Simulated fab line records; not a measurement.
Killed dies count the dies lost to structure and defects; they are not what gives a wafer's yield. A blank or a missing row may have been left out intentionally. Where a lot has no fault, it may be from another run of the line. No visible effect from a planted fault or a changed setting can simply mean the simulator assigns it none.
Chamber matching || flow n5_finfet || rie_diel-02 running N5_BEOL_M10_DESCUM_33: 4 sister chambers
The step chemistry O2, time 7.9 s. 14 wafers are shown with their chamber, then 7 later ones without.

WAFERS, EACH WITH ITS CHAMBER
{"wafer": "L079.1", "chamber": 0, "drypump_motor_current_A (A)": 4.8, "showerhead_plenum_p_Torr (Torr)": 2.09, "throttle_valve_pct (%)": 20.40}
{"wafer": "L079.2", "chamber": 2, "drypump_motor_current_A (A)": 6.4, "showerhead_plenum_p_Torr (Torr)": 2.18, "throttle_valve_pct (%)": 20.24}
{"wafer": "L079.3", "chamber": 1, "drypump_motor_current_A (A)": 5.0, "showerhead_plenum_p_Torr (Torr)": 2.22, "throttle_valve_pct (%)": 20.56}
{"wafer": "L078.2", "chamber": 2, "drypump_motor_current_A (A)": 6.3, "showerhead_plenum_p_Torr (Torr)": 2.18, "throttle_valve_pct (%)": 20.24}
{"wafer": "L078.4", "chamber": 3, "drypump_motor_current_A (A)": 5.2, "showerhead_plenum_p_Torr (Torr)": 2.11, "throttle_valve_pct (%)": 20.60}
{"wafer": "L078.5", "chamber": 1, "drypump_motor_current_A (A)": 5.0, "showerhead_plenum_p_Torr (Torr)": 2.22, "throttle_valve_pct (%)": 20.57}
{"wafer": "L085.1", "chamber": 1, "drypump_motor_current_A (A)": 5.0, "showerhead_plenum_p_Torr (Torr)": 2.21, "throttle_valve_pct (%)": 20.59}
{"wafer": "L085.2", "chamber": 2, "drypump_motor_current_A (A)": 6.4, "showerhead_plenum_p_Torr (Torr)": 2.18, "throttle_valve_pct (%)": 20.27}
{"wafer": "L085.3", "chamber": 3, "drypump_motor_current_A (A)": 5.2, "showerhead_plenum_p_Torr (Torr)": 2.10, "throttle_valve_pct (%)": 20.63}
{"wafer": "L087.2", "chamber": 2, "drypump_motor_current_A (A)": 6.3, "showerhead_plenum_p_Torr (Torr)": 2.18, "throttle_valve_pct (%)": 20.28}
{"wafer": "L087.3", "chamber": 1, "drypump_motor_current_A (A)": 5.0, "showerhead_plenum_p_Torr (Torr)": 2.21, "throttle_valve_pct (%)": 20.60}
{"wafer": "L087.4", "chamber": 0, "drypump_motor_current_A (A)": 4.8, "showerhead_plenum_p_Torr (Torr)": 2.08, "throttle_valve_pct (%)": 20.42}
{"wafer": "L094.2", "chamber": 0, "drypump_motor_current_A (A)": 4.9, "showerhead_plenum_p_Torr (Torr)": 2.07, "throttle_valve_pct (%)": 20.48}
{"wafer": "L094.3", "chamber": 2, "drypump_motor_current_A (A)": 6.3, "showerhead_plenum_p_Torr (Torr)": 2.17, "throttle_valve_pct (%)": 20.29}

SIGNATURES (averages over the wafers above)
{"reading": "drypump_motor_current_A", "chamber 0": 4.833, "chamber 1": 5.000, "chamber 2": 6.340, "chamber 3": 5.200, "scatter within a chamber": 0.0432}
{"reading": "showerhead_plenum_p_Torr", "chamber 0": 2.0800, "chamber 1": 2.2150, "chamber 2": 2.1780, "chamber 3": 2.1050, "scatter within a chamber": 0.00656}
{"reading": "throttle_valve_pct", "chamber 0": 20.4333, "chamber 1": 20.5800, "chamber 2": 20.2640, "chamber 3": 20.6150, "scatter within a chamber": 0.0265}
Rule: for a wafer and a chamber, the distance is found by dividing, reading by reading, the gap between the wafer's reading and the chamber's mean by the reading's scatter, squaring, summing and taking the root. The wafer belongs to the nearest chamber; if the next one is less than 2 further off, it can't be placed. The scatter: take each reading less its chamber's mean, square it, sum over the shown wafers, divide by the number of wafers less the number of chambers, and take the root.

WAFERS WHOSE CHAMBER IS MISSING
{"wafer": "L094.5", "drypump_motor_current_A (A)": 5.2, "showerhead_plenum_p_Torr (Torr)": 2.10, "throttle_valve_pct (%)": 20.64}
{"wafer": "L096.1", "drypump_motor_current_A (A)": 4.8, "showerhead_plenum_p_Torr (Torr)": 2.07, "throttle_valve_pct (%)": 20.46}
{"wafer": "L096.4", "drypump_motor_current_A (A)": 6.4, "showerhead_plenum_p_Torr (Torr)": 2.17, "throttle_valve_pct (%)": 20.31}
{"wafer": "L096.6", "drypump_motor_current_A (A)": 4.9, "showerhead_plenum_p_Torr (Torr)": 2.07, "throttle_valve_pct (%)": 20.46}
{"wafer": "L097.2", "drypump_motor_current_A (A)": 5.0, "showerhead_plenum_p_Torr (Torr)": 2.20, "throttle_valve_pct (%)": 20.64}
{"wafer": "L097.5", "drypump_motor_current_A (A)": 5.2, "showerhead_plenum_p_Torr (Torr)": 2.09, "throttle_valve_pct (%)": 20.67}
{"wafer": "L097.6", "drypump_motor_current_A (A)": 6.3, "showerhead_plenum_p_Torr (Torr)": 2.17, "throttle_valve_pct (%)": 20.31}

WHICH CHAMBER EACH ONE RAN IN
{"wafer": "L094.5", "from the rows above": 3, "in truth": 3}
{"wafer": "L096.1", "from the rows above": 0, "in truth": 0}
{"wafer": "L096.4", "from the rows above": 2, "in truth": 2}
{"wafer": "L096.6", "from the rows above": 0, "in truth": 0}
{"wafer": "L097.2", "from the rows above": 1, "in truth": 1}
{"wafer": "L097.5", "from the rows above": 3, "in truth": 3}
{"wafer": "L097.6", "from the rows above": 2, "in truth": 2}
Correctly placed: 7 of 7. Left unplaced by these rows: 0. Wrongly placed: 0.
